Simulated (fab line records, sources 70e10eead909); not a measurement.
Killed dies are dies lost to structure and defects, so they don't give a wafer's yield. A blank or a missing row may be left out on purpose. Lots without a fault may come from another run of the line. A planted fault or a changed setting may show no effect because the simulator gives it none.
Chamber matching | flow nand_harc | NHARC_A_CHANNEL_FILL_D2_ALD_16 on ald_hk-03: 4 sister chambers
The step deposits SiO2, target thk 1.5 nm, pulse time 10 s, ald cycles 15. 8 wafers are shown with their chamber, then 9 later ones without.

WAFERS WITH THEIR CHAMBER
wafer  | chamber | heater_power_w (W) | precursor_pulse_height_rel
L084.2 | 2       | 463                | 0.996
L084.3 | 1       | 513                | 1.030
L084.4 | 0       | 482                | 1.034
L087.2 | 2       | 473                | 0.990
L087.6 | 3       | 429                | 0.970
L088.1 | 0       | 479                | 0.990
L088.3 | 3       | 430                | 1.009
L088.4 | 1       | 502                | 0.992

WAFERS WITHOUT THEIR CHAMBER
wafer  | heater_power_w (W) | precursor_pulse_height_rel
L090.1 | 484                | 1.015
L090.4 | 471                | 0.997
L090.6 | 416                | 1.009
L094.2 | 424                | 0.991
L094.5 | 477                | 1.002
L094.6 | 428                | 1.022
L097.2 | 417                | 1.015
L097.5 | 492                | 0.962
L097.6 | 473                | 1.007

WHICH CHAMBER EACH WENT THROUGH
wafer  | from the rows above          | in truth
L090.1 | 0                            | 0
L090.4 | can't be placed: 2 or 0      | 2
L090.6 | 3                            | 3
L094.2 | 3                            | 3
L094.5 | can't be placed: 0 or 2      | 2
L094.6 | 3                            | 3
L097.2 | 3                            | 3
L097.5 | can't be placed: 0 or 1 or 2 | 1
L097.6 | can't be placed: 2 or 0      | 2
Placed correctly: 5 of 9. Can't be placed from these rows: 4 (the true chamber is among the candidates in 4). Placed wrongly: 0.
How it was worked out, from the rows above alone: a wafer's distance from a chamber is the root of the sum, over the readings, of the square of ((its reading less the chamber's mean) divided by the reading's scatter). The wafer belongs to the nearest chamber; if the next one is less than 2 further off, it can't be placed. A chamber's mean is the mean of its shown wafers. The scatter: the root of (the sum of the squares of (reading less its chamber's mean) over the shown wafers, divided by (wafers less chambers)).
